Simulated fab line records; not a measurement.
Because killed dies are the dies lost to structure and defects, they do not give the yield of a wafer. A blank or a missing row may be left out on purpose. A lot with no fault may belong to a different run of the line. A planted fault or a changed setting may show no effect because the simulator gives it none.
Struck lot and sound lot, side by side / flow n5_finfet / 42 steps out of a route of 1938
Sound: wafers L203.1, L203.3, L203.5. Wafers struck: L211.1, L211.2, L211.6. Last of all comes the cause.
At each step with rows: each side's tool, then ch and its chambers, then its first start. Under that, the readings that differ: sound wafers / struck wafers / difference of the means / sigmas: that difference in standard deviations of wafers without a fault.
alike: a reading whose means differ by less than 2 such deviations, as well as words and numbers matching on both sides. not compared: withheld readings; readings where some wafer has no value; bounds like >300 that might hide an equal value; numbers whose values overlap and for which the record gives no deviation.
The two part at a step that has a row with sigmas, a row that says differs or no value, or rows on one side only. Numbers that have no deviation but don't overlap get no sigmas and don't part them. A reading that every wafer of one side lacks parts them only if that side has two wafers or more.

first, 12 steps without rows for these wafers: N5_SD_EPI_N_STRIP_36 (strips in N2/H2); N5_SD_EPI_N_ETCHBACK_44 (etches SiNx in CH3F/O2, stops on SiO2, target depth 14.5 nm); N5_SD_EPI_N_ETCH_45 (etches SiOCN in CH3F/O2, target depth 6 nm); N5_SD_EPI_N_ETCH_16 (etches SiO2 in CHF3/O2, target depth 5 nm); N5_SD_EPI_N_STRIP_47 (strips in CHF3/O2); N5_SD_EPI_N_SD_RECESS_17 (chemistry HBr/Cl2/O2, target depth 41 nm, time 23.7 s, bt time 3 s); N5_SD_EPI_N_STRIP_38 (strips in N2/H2); N5_SD_EPI_N_WET_ETCH_43 (etches SiO2 in dHF, time 14 s, target depth 1.5 nm); N5_SD_EPI_N_STRIP_18 (strips in SPM, time 750 s); N5_SD_EPI_N_SRD_20 (time 30 s); N5_SD_EPI_N_PRECLEAN_48 (cleans in NF3:NH3, afs cycles 2, time 20 s, sublimation time 60 s); N5_SD_EPI_N_VAPOR_ETCH_50 (etches Si in HCl, time 54 s).
N5_SD_EPI_N_EPI_21: deposits Si:P, time 690 s.
  sound on epi_rpcvd-03 ch 0, day 5 12:28; struck on epi_rpcvd-03 ch 0, day 7 07:16
reading=model.Si-P_of_SD_EPI_N_EPI_21.thk_nm (nm); sound=58 58.6 58.4; struck=52.6 52.4 52.2; difference=-5.9; sigmas=
N5_SD_EPI_N_EPI_MEAS_23:
  sound: film_metro-01 at day 5 14:44; struck: film_metro-02 at day 7 09:32
reading=thk_nm (nm); sound=57.6 58.4 59.5; struck=53.2 52.1 52.6; difference=-5.9; sigmas=-5
then, 24 steps without rows for these wafers: N5_SD_EPI_N_PRECLEAN_24 (cleans in O3/DIW, time 60 s); N5_SD_EPI_N_SRD_25 (time 30 s); N5_SD_EPI_N_PRECLEAN_49 (cleans in NF3:NH3, afs cycles 1, time 20 s, sublimation time 60 s); N5_SD_EPI_N_LINER_46 (material SiNx, target thk 3 nm); N5_SD_EPI_P_COAT_34 (time 60 s, resist thk 350 nm); N5_SD_EPI_P_COAT_35 (time 60 s, resist thk 35 nm); N5_SD_EPI_P_COAT_03 (resist thk 150 nm); N5_SD_EPI_P_EBR_05; N5_SD_EPI_P_SOFTBAKE_04 (time 60 s); N5_SD_EPI_P_EXPOSE_06 (exposes mask SD P BLK, target cd 240 nm); N5_SD_EPI_P_PEB_07 (peb time 60 s); N5_SD_EPI_P_DEVELOP_08 (develop time 30 s); N5_SD_EPI_P_DESCUM_14 (chemistry O2, time 7.9 s); N5_SD_EPI_P_ETCH_36 (etches SiARC in CF4, target depth 45.5 nm, time 75.8 s); N5_SD_EPI_P_ETCH_37 (etches SOC in N2/H2, overetch 108 nm, time 486 s); N5_SD_EPI_P_STRIP_38 (strips in N2/H2); N5_SD_EPI_P_ETCHBACK_46 (etches SiNx in CH3F/O2, stops on SiO2, target depth 17.5 nm); N5_SD_EPI_P_ETCH_47 (etches SiOCN in CH3F/O2, target depth 25 nm); N5_SD_EPI_P_ETCH_16 (etches SiO2 in CHF3/O2, target depth 5 nm); N5_SD_EPI_P_STRIP_50 (strips in CHF3/O2); N5_SD_EPI_P_SD_RECESS_17 (chemistry HBr/Cl2/O2, target depth 39.1 nm, bt time 3 s); N5_SD_EPI_P_WET_ETCH_45 (etches SiO2 in dHF, time 10.7 s, target depth 2 nm, rinse time 30 s); N5_SD_EPI_P_STRIP_40 (strips in N2/H2); N5_SD_EPI_P_PRECLEAN_52 (cleans in O3/DIW, time 60 s).
N5_SD_ACTIVATION_RS_MEAS_03: measurement is done with a four-point probe.
  sound: film_metro-02 at day 5 20:39; struck: film_metro-01 at day 7 16:02
reading=RS_SD_N (ohm/sq); sound=22.1 22.1 22.1; struck=24.6 25.1 25.0; difference=+2.8; sigmas=+8
  alike: RS_SD_P
N5_MOL_CONTACT_COAG_ETCH_15: etches SiNx in CH3F/O2, stops on Si:P, target depth 7 nm.
  sound on rie_diel-01 ch 1,2,3, day 7 02:25; struck on rie_diel-06 ch 1,2, day 9 00:21
reading=model.Si-P_of_SD_EPI_N_EPI_21.thk_nm (nm); sound=57.2 57.8 57.6; struck=51.8 51.6 51.4; difference=-5.9; sigmas=
  alike: O2_flow_sccm, drypump_motor_current_A, mfc_ar_sccm, oes_product_au, rf_vpp_V, showerhead_plenum_p_Torr, throttle_valve_pct
  not compared: rf_hours_counter_h
-- the record jumps here: 3 days lie between the struck wafers' starts before and after (it left off in module MOL_CONTACT_COAG and takes up again in module BEOL_M4, whose first step shown is number 1111 of the route) --
N5_BEOL_M4_RC_MEAS_101:
  sound on prober-02 ch 0, day 9 19:45; struck on prober-01 ch 0, day 11 23:38
reading=DIBL_N (mV/V); sound=34.6 36.6 37.1; struck=39.2 38.6 42.2; difference=+3.9; sigmas=+2
reading=RS_SD_N (ohm/sq); sound=28.8 28.4 28.8; struck=32.0 31.9 32.4; difference=+3.4; sigmas=+9
  alike: DIBL_P, IOFF_N, IOFF_P, ION_N, ION_P, SS_N, SS_P, VT_N, VT_P
-- the record jumps here: 5 days lie between the struck wafers' starts before and after (it left off in module BEOL_M4 and takes up again in module PASSIVATION, whose first step shown is number 1936 of the route) --
N5_PASSIVATION_PROBE_49:
  sound: prober-02 at day 14 13:20; struck: prober-02 at day 16 12:16
reading=sort_bin_4_leakage (%); sound=0 0 0; struck=0.59; difference=+0.59; sigmas=+5
  alike: defect_limited_yield, killed_at_M0_to_M3, killed_at_M4_up, killed_at_contacts, killed_at_front_end, killed_at_other, killed_dies, killed_open, killed_short, sort_bin_5_function, sort_bin_6_memory, sort_n_pass, sort_yield_pct

== WHERE THEY PART ==
Earliest at N5_SD_EPI_N_EPI_MEAS_23; latest, in this record, at N5_PASSIVATION_PROBE_49.

WHY: the cause the simulator had injected
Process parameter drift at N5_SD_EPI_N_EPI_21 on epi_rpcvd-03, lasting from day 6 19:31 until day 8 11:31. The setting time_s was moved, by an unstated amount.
